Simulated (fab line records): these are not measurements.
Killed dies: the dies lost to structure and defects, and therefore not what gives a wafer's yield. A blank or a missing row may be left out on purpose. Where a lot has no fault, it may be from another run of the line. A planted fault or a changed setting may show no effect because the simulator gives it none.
Split-lot experiment + flow n5 finfet + 39 wafers read across 7 lots, on a route 1938 steps long

== ABOUT THE SPLIT ==
At N5_MOL_CONTACT_COAG_PRECLEAN_111 (cleans in NF3:NH3, afs cycles 1, time 20 s, sublimation time 60 s), the setting time s was moved away from the recipe's 20 s on 15 of the 39 wafers read, by -52.5% to +34.1%. This setting was run at the recipe's value on the other wafers.

== FROM THE SPLIT TO THE READING: what the file shows between them, 6 steps ==
- N5_MOL_CONTACT_COAG_TI_SIL_19: material Ti, target thk 4.2 nm, time 15 s
- N5_MOL_CONTACT_COAG_ALD_20: deposits TiN, target thk 1.5 nm, pulse time 1 s, purge time 3 s
- N5_MOL_CONTACT_COAG_WET_ETCH_26: target Co, target depth 13 nm
- N5_MOL_CONTACT_COAG_WET_ETCH_116: etches the open film in SC1-inhibited, target depth 4.6 nm, rinse time 30 s
- N5_MOL_CONTACT_COAG_ALD_27: deposits SiOC, target thk 17 nm, pulse time 1.5 s, time 2720 s
- N5_MOL_CONTACT_COAG_CMP_28: polishes, stops on SiNx, t overpolish 0.85 s, target thk 14.522 nm

== THE READING ==
MD_CAP_THK in nanometres, read at N5_MOL_CONTACT_COAG_THK_MEAS_29. A value of 17.91 nm with a standard deviation of 0.092 nm is what fault-free wafers of this fab line usually give.

| wafer  | tool, chamber at the split | time s as run, s | against the recipe | MD_CAP_THK, nm | against lot-mates on the recipe |
|--------|----------------------------|------------------|--------------------|----------------|---------------------------------|
| L076.1 | remote plasma-01, 1        | 20               | recipe             | 17.90          | -                               |
| L076.2 | remote plasma-01, 1        | 26.82            | +34.1%             | 17.71          | -0.18                           |
| L076.3 | remote plasma-01, 1        | 26.82            | +34.1%             | 17.67          | -0.22                           |
| L076.4 | remote plasma-01, 1        | 20               | recipe             | 17.82          | -                               |
| L076.5 | remote plasma-01, 1        | 26.82            | +34.1%             | 17.57          | -0.32                           |
| L076.6 | remote plasma-01, 1        | 20               | recipe             | 17.95          | -                               |
| L079.1 | remote plasma-01, 1        | 9.503            | -52.5%             | 18.28          | +0.32                           |
| L079.2 | remote plasma-01, 1        | 20               | recipe             | 17.92          | -                               |
| L079.3 | remote plasma-01, 1        | 9.503            | -52.5%             | 18.26          | +0.30                           |
| L079.4 | remote plasma-01, 1        | 20               | recipe             | 18.01          | -                               |
| L079.5 | remote plasma-01, 1        | 9.503            | -52.5%             | 18.36          | +0.40                           |
| L079.6 | remote plasma-01, 1        | 20               | recipe             | 17.96          | -                               |
| L082.2 | remote plasma-01, 1        | 20               | recipe             | 17.76          | -                               |
| L082.3 | remote plasma-01, 1        | 20               | recipe             | 17.88          | -                               |
| L082.5 | remote plasma-01, 1        | 20               | recipe             | 17.86          | -                               |
| L086.1 | remote plasma-02, 0        | 20               | recipe             | 17.92          | -                               |
| L086.2 | remote plasma-02, 0        | 20               | recipe             | 17.83          | -                               |
| L086.3 | remote plasma-02, 0        | 12.43            | -37.9%             | 18.06          | +0.16                           |
| L086.4 | remote plasma-02, 0        | 12.43            | -37.9%             | 18.16          | +0.26                           |
| L086.5 | remote plasma-02, 0        | 20               | recipe             | 17.96          | -                               |
| L086.6 | remote plasma-02, 0        | 12.43            | -37.9%             | 18.19          | +0.29                           |
| L091.1 | remote plasma-01, 1        | 20               | recipe             | 17.68          | -                               |
| L091.2 | remote plasma-01, 1        | 20               | recipe             | 17.86          | -                               |
| L091.3 | remote plasma-01, 1        | 20               | recipe             | 17.80          | -                               |
| L091.4 | remote plasma-01, 1        | 20               | recipe             | 17.90          | -                               |
| L091.5 | remote plasma-01, 1        | 20               | recipe             | 17.89          | -                               |
| L091.6 | remote plasma-01, 1        | 20               | recipe             | 17.83          | -                               |
| L092.1 | remote plasma-02, 0        | 20               | recipe             | 17.99          | -                               |
| L092.2 | remote plasma-02, 0        | 15.13            | -24.3%             | 18.08          | +0.11                           |
| L092.3 | remote plasma-02, 0        | 20               | recipe             | 17.90          | -                               |
| L092.4 | remote plasma-02, 0        | 15.13            | -24.3%             | 18.14          | +0.17                           |
| L092.5 | remote plasma-02, 0        | 20               | recipe             | 18.02          | -                               |
| L092.6 | remote plasma-02, 0        | 15.13            | -24.3%             | 18.18          | +0.21                           |
| L093.1 | remote plasma-02, 0        | 13.84            | -30.8%             | 18.13          | +0.29                           |
| L093.2 | remote plasma-02, 0        | 20               | recipe             | 17.88          | -                               |
| L093.3 | remote plasma-02, 0        | 13.84            | -30.8%             | 18.15          | +0.31                           |
| L093.4 | remote plasma-02, 0        | 20               | recipe             | 17.83          | -                               |
| L093.5 | remote plasma-02, 0        | 20               | recipe             | 17.82          | -                               |
| L093.6 | remote plasma-02, 0        | 13.84            | -30.8%             | 18.15          | +0.31                           |

THE FIT
A straight line over all 39 wafers: MD_CAP_THK changes by -0.00766 nm for each +1% of time s; r = -0.92; the points scatter about the line by 0.073 nm.
The same after taking each lot's own level away (the mean of its wafers on the recipe; 39 wafers): -0.00692 nm for each +1%; r = -0.93; scatter 0.059 nm.
On that fit, the largest move of time s shifts the reading by 0.36 nm.
The lots' own levels span 17.827 to 17.970 nm, that is 1.6 times the standard deviation above.
In other words, the slope is changed by the lot-to-lot level; the two fits disagree.
Check: with one of the wafers moved furthest among these (-52.5%) left out of the fit, the line predicts +0.373 nm for it against its lot-mates. Against them it came out at +0.317 nm.

== THE OTHER SPLITS THESE WAFERS WENT THROUGH ==
These wafers also went through other splits before the reading. Each is held against what the fit with the lots' levels taken away leaves over:
| other split on the same wafers | wafers away from the commonest value | r with MD_CAP_THK (lot level and that fit taken away) |
|--------------------------------|--------------------------------------|-------------------------------------------------------|
| N5_FIN_SAQP_ETCH_65 time s     | 9                                    | +0.16                                                 |

== THE WHOLE CHAIN: every reading that the file lists as answering this split, in the file's order ==
| step                             | what it does                                                                | reading                                                                             | change (the file's fit)                 | r (the file's) |
|----------------------------------|-----------------------------------------------------------------------------|-------------------------------------------------------------------------------------|-----------------------------------------|----------------|
| N5_MOL_CONTACT_COAG_PRECLEAN_111 | cleans in NF3:NH3, afs cycles 1, time 20 s, sublimation time 60 s           | SiNx_of_SPACER0_ALD_07.thk nm (the simulator's own value, which no gauge read)      | -0.00928 nm for each +1% of the setting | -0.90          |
| N5_MOL_CONTACT_COAG_PRECLEAN_111 | cleans in NF3:NH3, afs cycles 1, time 20 s, sublimation time 60 s           | SiNx_of_GATE_CUT_SAC_CAP_01.thk nm (the simulator's own value, which no gauge read) | -0.00803 nm for each +1% of the setting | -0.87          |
| N5_MOL_CONTACT_COAG_WET_ETCH_26  | target Co, target depth 13 nm                                               | SiNx_of_GATE_CUT_SAC_CAP_01.thk nm (the simulator's own value, which no gauge read) | -0.00722 nm for each +1% of the setting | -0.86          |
| N5_MOL_CONTACT_COAG_WET_ETCH_116 | etches the open film in SC1-inhibited, target depth 4.6 nm, rinse time 30 s | SiNx_of_GATE_CUT_SAC_CAP_01.thk nm (the simulator's own value, which no gauge read) | -0.00733 nm for each +1% of the setting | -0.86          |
| N5_MOL_CONTACT_COAG_THK_MEAS_29  |                                                                             | MD_CAP_THK                                                                          | -0.00699 for each +1% of the setting    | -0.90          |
| N5_MOL_CONTACT_COAG_ETCH_47      | etches SiNx in CH3F/O2, stops on W, target depth 27 nm                      | etch.depth nm (the simulator's own value, which no gauge read)                      | -0.00669 nm for each +1% of the setting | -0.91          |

== THE FILE'S OWN FIT ==
MD_CAP_THK changes by -0.00699 nm for each +1% of time s, r = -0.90.
